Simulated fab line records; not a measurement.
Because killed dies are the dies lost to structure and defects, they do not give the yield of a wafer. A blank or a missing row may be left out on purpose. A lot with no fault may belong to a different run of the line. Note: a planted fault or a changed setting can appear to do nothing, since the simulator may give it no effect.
Comparing a struck lot with a sound one    flow nand-harc    14 out of 1302 route steps
Sound: the wafers L594.3, L594.4, L594.5. The struck wafers were L597.2, L597.4, L597.5. At the end, the cause is stated.
Per side, at each step with rows, come the tool, then ch with its chambers, and then its first start. Under that, the readings that differ: sound wafers    struck wafers    difference of the means    sigmas: that difference in standard deviations of wafers without a fault.
alike: words and numbers the same on both sides, and readings whose means are apart by under 2 such deviations; not compared: readings that were withheld, readings missing a value for some wafer, numbers with overlapping values and no deviation given by the record, and bounds like >300 which may hide the same value.
Wherever a step has rows on one side only, a row that says differs or no value, or a row with sigmas, the two part there. Numbers that have no deviation but don't overlap get no sigmas and don't part them. A reading missing from all wafers of one side parts the sides only when that side holds two or more wafers.

NHARC_A_STAIRCASE_ETCH_313: etches the open film in CF4/CHF3.
  sound on rie-diel-05 ch 2,3, day 21 07:46; struck on rie-diel-01 ch 0,2,3, day 22 16:11
reading                sound              struck             difference  sigmas
oes-product-au (a.u.)  0.910 0.920 0.908  0.939 0.948 0.934  +0.028      +2
  alike: drypump-motor-current-A, rf-vpp-V, showerhead-plenum-p-Torr, throttle-valve-pct
  not compared: rf-hours-counter-h
NHARC_A_STAIRCASE_HM_OPEN_463: chemistry O2/COS.
  sound on rie-diel-05 ch 0,1,3; struck on rie-diel-01 ch 0,2,3
  alike: drypump-motor-current-A, oes-product-au, rf-vpp-V, showerhead-plenum-p-Torr, throttle-valve-pct
  not compared: rf-hours-counter-h
then, 1 step without rows for these wafers: NHARC_A_STAIRCASE_STRIP_464 (strips in O2/COS).
NHARC_A_STAIRCASE_ETCH_453: etches the open film in CF4/O2, target depth 30 nm, overetch 3 nm, time 16.5 s.
  sound on rie-diel-05 ch 1,2,3; struck on rie-diel-01 ch 1,2,3
  alike: drypump-motor-current-A, oes-product-au, rf-vpp-V, showerhead-plenum-p-Torr, throttle-valve-pct
  not compared: rf-hours-counter-h
then, 5 steps without rows for these wafers: NHARC_A_STAIRCASE_ETCH_315 (etches the open film in C4F8/O2/Ar, target depth 2500 nm, time 607.1 s); NHARC_A_STAIRCASE_STRIP_316 (strips in O2); NHARC_A_STAIRCASE_STRIP_317 (strips in SPM, time 900 s); NHARC_A_STAIRCASE_PRECLEAN_318 (cleans in SC1); NHARC_A_STAIRCASE_SRD_329.
NHARC_A_STAIRCASE_ALD_415: deposits SiO2, target thk 30 nm, pulse time 6 s, ald cycles 300.
  sound on ald-hk-03 ch 0,1,3, day 21 10:24; struck on ald-hk-01 ch 1,2,3, day 22 18:10
  alike: heater-power-w, precursor-pulse-height-rel
  not compared: since-wet-clean-h
then, 1 step without rows for these wafers: NHARC_A_STAIRCASE_ETCHBACK_416 (etches the open film in C4F8/O2/Ar, target depth 36 nm, time 7.2 s).
NHARC_A_STAIRCASE_STRIP_476: strips in O2, time 20 s.
  sound on rie-diel-05 ch 0,1, day 21 12:34; struck on rie-diel-01 ch 0,1,3, day 22 20:06
  no value came back on the struck wafers for any of 7 readings (bias-w (W), chamber-pressure-mTorr (mTorr) and others); on the sound wafers bias-w (W) reads 0 0 0
  not compared: rf-hours-counter-h
NHARC_A_STAIRCASE_DEP_417: deposits Si3N4, target thk 60 nm.
  sound on pecvd-04 ch 0,1, day 21 12:45; struck on pecvd-04 ch 0,2, day 22 20:14
  alike: heater-power-w
  not compared: since-wet-clean-h
following that, these wafers have no rows for 1 step: NHARC_END_SORT_01.

## WHERE THEY PART
At NHARC_A_STAIRCASE_ETCH_313 first; at NHARC_A_STAIRCASE_STRIP_476 last (within this record only). Later steps at which nothing parts them and some readings are alike: NHARC_A_STAIRCASE_DEP_417.

WHY: the cause the simulator had injected
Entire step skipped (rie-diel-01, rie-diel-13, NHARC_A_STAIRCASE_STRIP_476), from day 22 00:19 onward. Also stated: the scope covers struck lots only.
